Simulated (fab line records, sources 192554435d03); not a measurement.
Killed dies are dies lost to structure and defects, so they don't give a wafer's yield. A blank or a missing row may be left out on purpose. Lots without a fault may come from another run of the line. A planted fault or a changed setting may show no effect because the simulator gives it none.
A struck lot beside a sound one | flow n5_finfet | 16 steps out of a route of 1938
Sound: wafers L722.1, L722.3, L722.6. Struck: wafer L717.3. (L717.1, L717.4 of the same lot were not struck and are left out.) The cause comes at the end.
At each step with rows: each side's tool, then ch and its chambers, then its first start. Under that, the readings that differ: sound wafers | struck wafers | difference of the means | sigmas: that difference in standard deviations of wafers without a fault.
alike: readings whose means differ by less than 2 such deviations, and words and numbers that are the same on both sides. not compared: withheld readings, readings that some wafer has no value for, bounds like >300 that may hide the same value, and numbers for which the record gives no deviation and whose values overlap.
The two part at a step that has a row with sigmas, a row that says differs or no value, or rows on one side only. Numbers that don't overlap but have no deviation are shown without sigmas and don't part them. A reading that every wafer of one side lacks parts them only if that side has two wafers or more.

first, 1 step without rows for these wafers: N5_FIN_SAQP_MANDREL_ETCH_58 (etches a-Si in HBr/Cl2, stops on SiNx, target depth 45 nm, bt time 10 s, time 27 s).
N5_FIN_SAQP_RECESS_63: chemistry HF/NH3, target SiO2, target depth 18 nm, afs cycles 3, sublimation time 60 s.
  sound on vapor_etch-02 ch 0,1, day 5 08:23; struck on vapor_etch-01 ch 0, day 4 01:08
  alike: drypump_motor_current_A
then, 1 step without rows for these wafers: N5_FIN_SAQP_COAT_68 (time 60 s, resist thk 100 nm).
N5_FIN_SAQP_ETCH_69: etches SOC in N2/H2, stops on SiNx, target depth 150 nm.
  sound on rie_diel-06 ch 0,1,2, day 5 08:49; struck on rie_diel-06 ch 0, day 4 01:35
  alike: drypump_motor_current_A, oes_product_au, rf_fwd_power_W, rf_vpp_V, showerhead_plenum_p_Torr, throttle_valve_pct
  not compared: rf_hours_counter_h
then, 2 steps without rows for these wafers: N5_FIN_SAQP_ETCH_67 (etches SiNx in CH3F/O2, target depth 30 nm); N5_FIN_SAQP_STRIP_70 (strips in N2/H2).
N5_FIN_SAQP_RECESS_71: chemistry HF/NH3, target SiO2, target depth 3 nm, afs cycles 1, sublimation time 60 s.
  sound on vapor_etch-01 ch 1, day 5 08:59; struck on vapor_etch-02 ch 1, day 4 01:44
  reading                     | sound       | struck | difference | sigmas
  drypump_motor_current_A (A) | 6.2 6.2 6.3 | 5.1    | -1.1       | -3
N5_FIN_SAQP_SPACER2_ALD_28: deposits SiO2, target thk 8.1 nm, pulse time 1 s, purge time 2 s.
  sound on ald_sin-03 ch 1,3, day 5 09:08; struck on ald_sin-03 ch 1, day 4 01:53
  alike: heater_power_w, precursor_pulse_height_rel
  not compared: since_wet_clean_h
then, 1 step without rows for these wafers: N5_FIN_SAQP_SPACER2_ETCHBACK_29 (etches SiO2 in CHF3/O2, target depth 12.2 nm, time 6.1 s).
N5_FIN_SAQP_MANDREL2_REMOVE_60: chemistry HBr/Cl2/O2, target a-Si, stops on SiNx, bt time 10 s.
  sound on rie_si-03 ch 0,1,3, day 5 09:37; struck on rie_si-05 ch 3, day 4 02:18
  reading                     | sound          | struck | difference | sigmas
  drypump_motor_current_A (A) | 6.1 6.1 6.0    | 5.3    | -0.8       | -2
  throttle_valve_pct (%)      | 37.1 37.3 37.3 | 36.4   | -0.8       | -2
  alike: oes_product_au
  not compared: rf_hours_counter_h
N5_FIN_SAQP_CD_MEAS_31: target cd 8 nm.
  sound on cd_sem-02 ch 0, day 5 09:44; struck on cd_sem-03 ch 0, day 4 02:25
  alike: cd_nm
then, 1 step without rows for these wafers: N5_FIN_SAQP_HM_OPEN_33 (chemistry CH3F/O2, target SiNx, target depth 49.4 nm, time 70.6 s).
N5_FIN_SAQP_ETCH_34: etches SiO2 in C4F6/O2, target depth 45 nm, time 15 s.
  sound on rie_diel-06 ch 0,2,3, day 5 09:58; struck on rie_diel-05 ch 3, day 4 02:32
  reading                     | sound             | struck | difference | sigmas
  drypump_motor_current_A (A) | 4.8 5.3 6.4       | 6.7    | +1.2       | +2
  etch_rf_on_time_s (s)       | 14.7 14.8 15.1    | 13.9   | -1.0       | -3
  oes_f_703_au (a.u.)         | 0.83 0.86 0.77    | 0.97   | +0.15      | +2
  rf_fwd_power_W (W)          | 337.1 334.4 336.9 | 418.9  | +82.8      | +83
  rf_vpp_V (V)                | 650 674 645       | 581    | -75        | -8
  alike: mfc_ar_sccm, oes_product_au, showerhead_plenum_p_Torr, throttle_valve_pct
  not compared: rf_hours_counter_h
then, 1 step without rows for these wafers: N5_FIN_SAQP_STRIP_77 (strips in N2/H2, time 90 s).
-- the record jumps here: 6 days lie between the struck wafers' starts before and after (it left off in module FIN_SAQP and takes up again in module BEOL_M4, whose first step shown is number 1111 of the route) --
N5_BEOL_M4_RC_MEAS_101:
  sound on prober-01 ch 0, day 11 19:15; struck on prober-01 ch 0, day 10 10:53
  reading       | sound          | struck | difference | sigmas
  SS_N (mV/dec) | 72.4 71.2 72.8 | 70.5   | -1.6       | -2
  alike: DIBL_N, DIBL_P, IOFF_N, IOFF_P, ION_N, ION_P, SS_P, VT_N, VT_P
-- the record jumps here: 5 days lie between the struck wafers' starts before and after (it left off in module BEOL_M4 and takes up again in module PASSIVATION, whose first step shown is number 1936 of the route) --
N5_PASSIVATION_PROBE_49:
  sound on prober-01, day 16 13:55; struck on prober-02, day 15 14:41
  reading                 | sound       | struck | difference | sigmas
  killed_at_M0_to_M3      | 19 35 23    | 56     | +30        | +3
  killed_short            | 21 23 33    | 49     | +23        | +3
  sort_bin_5_function (%) | 3.8 5.5 4.6 | 6.7    | +2.1       | +2
  alike: defect_limited_yield, killed_at_M4_up, killed_at_contacts, killed_at_front_end, killed_at_other, killed_dies, killed_open, sort_bin_6_memory, sort_bin_8_speed, sort_n_pass, sort_yield_pct

WHERE THEY PART
First at N5_FIN_SAQP_RECESS_71; last, within this record, at N5_PASSIVATION_PROBE_49.

WHY: what the simulator had put in
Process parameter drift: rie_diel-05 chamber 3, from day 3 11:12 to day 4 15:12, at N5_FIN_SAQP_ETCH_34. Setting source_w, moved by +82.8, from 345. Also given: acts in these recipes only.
